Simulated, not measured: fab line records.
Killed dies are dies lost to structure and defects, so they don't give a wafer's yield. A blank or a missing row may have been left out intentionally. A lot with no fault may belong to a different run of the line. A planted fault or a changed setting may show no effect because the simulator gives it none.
Which of the tools did it? | flow nand harc | Sampling: 14 lots, 42 wafers, 4 of 1159 route steps

== WHAT EACH GAUGE READ, for each wafer ==
NHARC_THIN_TSV_CD_MEAS_12: target cd 1000 nm.
lot  | measured     | on        | cd nm (nm)
L751 | day 18 19:38 | cd sem-01 | 998.2 1000.2 998.5
L754 | day 18 21:59 | cd sem-03 | 1000.2 1000.9 999.0
L755 | day 19 08:05 | cd sem-01 | 999.7 993.8 997.2
L752 | day 19 09:08 | cd sem-02 | 1002.5 1000.5 1000.9
L757 | day 20 10:38 | cd sem-03 | 995.2 997.6 1000.3
L760 | day 20 14:55 | cd sem-03 | 996.0 999.2 1002.2
L759 | day 21 05:37 | cd sem-01 | 1000.7 1001.7 998.2
L763 | day 21 10:57 | cd sem-03 | 1002.1 996.1 995.8
L762 | day 21 13:22 | cd sem-03 | 996.0 1001.0 997.8
L764 | day 22 18:00 | cd sem-02 | 999.0 998.6 1000.5
L765 | day 22 16:40 | cd sem-02 | 997.3 998.1 995.3
L767 | day 22 20:14 | cd sem-02 | 999.0 1003.3 1001.6
L772 | day 23 18:39 | cd sem-02 | 997.1 1000.5 999.0
L771 | day 23 17:28 | cd sem-02 | 998.2 1001.8 999.0

NHARC_END_SORT_01.
lot  | measured     | on        | killed at array | killed at other | killed at periphery | killed dies | killed open | killed short
L755 | day 20 09:56 | prober-01 | 17 27 21        | 0 2 3           | 1 1 5               | 18 30 29    | 1 2 5       | 1 1 5
L757 | day 21 04:43 | prober-02 | 17 20 26        | 0 0 0           | 5 6 7               | 22 26 33    | 4 3 4       | 0 1 2
L760 | day 21 03:55 | prober-01 | 21 27 30        | 0 0 0           | 3 1 0               | 24 28 30    | 2 1 3       | 0 1 1
L762 | day 22 10:23 | prober-01 | 41 41 32        | 0 1 0           | 2 3 7               | 43 45 39    | 4 3 3       | 3 0 1
L765 | day 23 17:18 | prober-01 | 46 37 44        | 4 0 1           | 2 1 1               | 52 38 46    | 7 3 3       | 0 0 1
L772 | day 24 15:05 | prober-02 | 112 96 105      | 0 1 2           | 2 7 3               | 114 104 110 | 3 3 4       | 1 4 1
L771 | day 24 11:55 | prober-01 | 103 101 101     | 3 1 1           | 3 3 5               | 109 105 107 | 6 2 3       | 0 5 0

== EACH LOT AND THE TOOL THAT RAN IT (in order: tool; ch and the chambers of the sampled wafers; start) ==
lot  | NHARC_A_CONTACT_CVD_19        | NHARC_THIN_TSV_DESCUM_14
L751 | cvd w-01 ch 0,1, day 17 11:39 | rie diel-06 ch 0,2,3, day 18 19:48
L754 | cvd w-02 ch 0,1, day 17 16:53 | rie diel-04 ch 1,3, day 18 22:09
L755 | cvd w-02 ch 0,1, day 17 22:55 | rie diel-03 ch 0,1, day 19 08:14
L752 | cvd w-02 ch 0,1, day 18 02:23 | rie diel-03 ch 0,2,3, day 19 09:19
L757 | cvd w-01 ch 0,1, day 18 21:49 | rie diel-03 ch 1,2, day 20 10:49
L760 | cvd w-01 ch 0,1, day 19 08:09 | rie diel-03 ch 1,2, day 20 15:05
L759 | cvd w-02 ch 0,1, day 19 21:01 | rie diel-04 ch 0,3, day 21 05:46
L763 | cvd w-01 ch 0,1, day 20 04:01 | rie diel-06 ch 0,2, day 21 11:07
L762 | cvd w-01 ch 0,1, day 20 08:06 | rie diel-06 ch 0,1,3, day 21 13:33
L764 | cvd w-02 ch 0, day 20 20:32   | rie diel-03 ch 1,2, day 22 18:10
L765 | cvd w-02 ch 0,1, day 20 21:57 | rie diel-04 ch 1,2,3, day 22 16:50
L767 | cvd w-01 ch 0, day 21 10:55   | rie diel-04 ch 0,1,3, day 22 20:23
L772 | cvd w-02 ch 0,1, day 22 04:22 | rie diel-03 ch 0,1,3, day 23 18:49
L771 | cvd w-02 ch 0,1, day 22 07:07 | rie diel-04 ch 0,3, day 23 17:37
- NHARC_A_CONTACT_CVD_19: deposits W, target thk 300 nm, time 802 s.
- NHARC_THIN_TSV_DESCUM_14: chemistry O2, time 3 s.

== AS READ BY THE TOOLS THEMSELVES (means over the sampled wafers that have a number; for cases with no such wafer, the mark the record gives instead) ==
NHARC_A_CONTACT_CVD_19.
lot  | tool     | heater power w (W) | throttle valve pct (%)
L751 | cvd w-01 | 484                | 7.55
L754 | cvd w-02 | 444                | 8.02
L755 | cvd w-02 | 453                | 8.00
L752 | cvd w-02 | 443                | 7.81
L757 | cvd w-01 | 494                | 7.64
L760 | cvd w-01 | 468                | 7.67
L759 | cvd w-02 | 441                | 8.08
L763 | cvd w-01 | 467                | 7.85
L762 | cvd w-01 | 474                | 7.91
L764 | cvd w-02 | 463                | 7.71
L765 | cvd w-02 | 434                | 7.85
L767 | cvd w-01 | 427                | 7.73
L772 | cvd w-02 | 438                | 7.96
L771 | cvd w-02 | 429                | 7.71

NHARC_THIN_TSV_DESCUM_14.
lot  | tool        | chamber pressure mTorr (mTorr) | drypump motor current A (A) | oes product au (a.u.) | rf vpp V (V) | showerhead plenum p Torr (Torr) | throttle valve pct (%)
L751 | rie diel-06 | 59.97                          | 5.8                         | 0.998                 | 57.9         | 1.98                            | 11.308
L754 | rie diel-04 | 60.02                          | 5.8                         | 0.997                 | 56.8         | 1.89                            | 11.314
L755 | rie diel-03 | 59.98                          | 5.5                         | 1.005                 | 57.7         | 1.95                            | 11.311
L752 | rie diel-03 | 60.03                          | 5.7                         | 0.996                 | 57.7         | 1.94                            | 11.305
L757 | rie diel-03 | 60.01                          | 5.4                         | 0.994                 | 58.0         | 1.94                            | 11.309
L760 | rie diel-03 | 59.94                          | 5.1                         | 1.002                 | 57.3         | 1.91                            | 11.301
L759 | rie diel-04 | 60.01                          | 5.9                         | 0.992                 | 57.9         | 1.98                            | 11.323
L763 | rie diel-06 | 60.00                          | 5.9                         | 1.005                 | 58.6         | 2.03                            | 11.310
L762 | rie diel-06 | 60.00                          | 6.0                         | 1.000                 | 58.2         | 1.90                            | 11.317
L764 | rie diel-03 | 60.05                          | 5.1                         | 0.996                 | 58.5         | 1.91                            | 11.310
L765 | rie diel-04 | 59.97                          | 5.9                         | 0.994                 | 58.1         | 1.89                            | 11.314
L767 | rie diel-04 | 59.98                          | 5.8                         | 0.994                 | 57.5         | 1.93                            | 11.295
L772 | rie diel-03 | 60.02                          | 5.5                         | 1.009                 | 57.9         | 1.91                            | 11.315
L771 | rie diel-04 | 59.98                          | 5.8                         | 0.986                 | 58.0         | 1.98                            | 11.315

== THE ANSWER, worked out from the rows above alone ==
Rule: the usual values come from the lots themselves. Put in order of their means at a reading, lots are off if they are a third of the lots or fewer, leave a main group of 4 or more, and stand apart from it by a gap of 3 or more times the standard deviation of the main group's means; of several such gaps the widest counts. If all means in a main group match to the digits the tables above print for the reading, that group is not used. A lot without any number at a reading at which 4 lots or more have one is off too. Any other lot the step has rows for is counted as sound. Order of review: gauges by route order, followed by the tools' own readings, for which a lot's mean as printed above is used. The first step at which some lot is off is used, and at that step the reading that is off furthest; a lot without a number counts as furthest.
Off at NHARC_END_SORT_01 (killed dies): L772, L771. The main group: mean 34, standard deviation 8.5. Neither off nor sound, because the step has no rows for them: L751, L754, L752, L759, L763, L764, L767.
A tool fits if, at a process step before that reading, it ran every lot that is off, and no sound lot after the first of them. Those tools and the gauges at NHARC_END_SORT_01 are tried in the same way. One fits: NHARC_A_CONTACT_CVD_19 on cvd w-02. Its last sound lot is L765 (day 20 21:57), its first lot that is off L772 (day 22 04:22): a fault that began between those two fits.

== WHAT THE SIMULATOR HAD INSERTED ==
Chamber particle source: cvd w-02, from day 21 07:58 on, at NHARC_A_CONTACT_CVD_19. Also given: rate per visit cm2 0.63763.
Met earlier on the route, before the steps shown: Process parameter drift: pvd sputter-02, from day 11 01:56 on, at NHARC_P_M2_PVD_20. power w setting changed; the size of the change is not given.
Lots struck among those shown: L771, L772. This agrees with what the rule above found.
